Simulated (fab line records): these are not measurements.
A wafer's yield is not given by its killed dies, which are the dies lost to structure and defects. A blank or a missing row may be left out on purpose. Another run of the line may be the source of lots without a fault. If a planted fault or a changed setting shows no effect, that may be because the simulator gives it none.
Chamber matching ; flow nand_harc ; 4 sister chambers for NHARC_P_CONTACT_STRIP_28 on rie_diel-13
The step strips in O2. 18 wafers are shown with their chamber, then 8 later ones without.

## WAFERS, EACH WITH ITS CHAMBER
wafer;chamber;showerhead_plenum_p_Torr (Torr);drypump_motor_current_A (A);oes_product_au (a.u.)
L329.3;2;3.67;6.08;1.010
L329.5;3;3.62;5.61;1.015
L329.6;2;3.67;6.08;1.018
L328.2;0;3.74;5.82;1.005
L328.4;3;3.62;5.61;1.007
L328.5;3;3.62;5.62;1.001
L327.2;2;3.67;6.06;1.005
L327.3;0;3.74;5.82;1.008
L327.4;1;3.37;6.05;0.990
L330.1;1;3.37;6.01;0.986
L330.5;2;3.67;6.08;0.999
L330.6;1;3.37;6.01;0.984
L332.2;0;3.74;5.82;1.004
L332.3;1;3.37;6.01;0.989
L332.4;3;3.61;5.61;1.000
L338.1;2;3.66;6.09;0.991
L338.3;0;3.73;5.86;1.001
L338.4;1;3.37;6.01;0.995

SIGNATURES (means of the wafers above)
reading;chamber 0;chamber 1;chamber 2;chamber 3;scatter within a chamber
showerhead_plenum_p_Torr;3.7375;3.3700;3.6680;3.6175;0.00405
drypump_motor_current_A;5.8300;6.0180;6.0780;5.6125;0.0147
oes_product_au;1.00450;0.98880;1.00460;1.00575;0.00689
Rule: for each reading, subtract the chamber's mean from the wafer's reading, divide by that reading's scatter and square the result; add these up over the readings and take the root, which gives the wafer's distance from the chamber. The wafer belongs to the nearest chamber; if the next one is less than 2 further off, it can't be placed. The scatter: the root of (the sum of the squares of (reading less its chamber's mean) over the shown wafers, divided by (wafers less chambers)).

## WAFERS WITHOUT THEIR CHAMBER
wafer;showerhead_plenum_p_Torr (Torr);drypump_motor_current_A (A);oes_product_au (a.u.)
L340.1;3.37;6.00;0.993
L340.4;3.61;5.62;1.010
L340.6;3.73;5.85;1.018
L342.1;3.66;6.07;0.993
L342.4;3.37;5.99;0.995
L343.1;3.73;5.81;1.016
L343.3;3.37;6.02;0.994
L343.4;3.66;6.06;1.001

## THE CHAMBER EACH PASSED THROUGH
wafer;from the rows above;in truth
L340.1;1;1
L340.4;3;3
L340.6;0;0
L342.1;2;2
L342.4;1;1
L343.1;0;0
L343.3;1;1
L343.4;2;2
8 of 8 placed correctly. Number that these rows cannot place: 0. Number placed wrongly: 0.
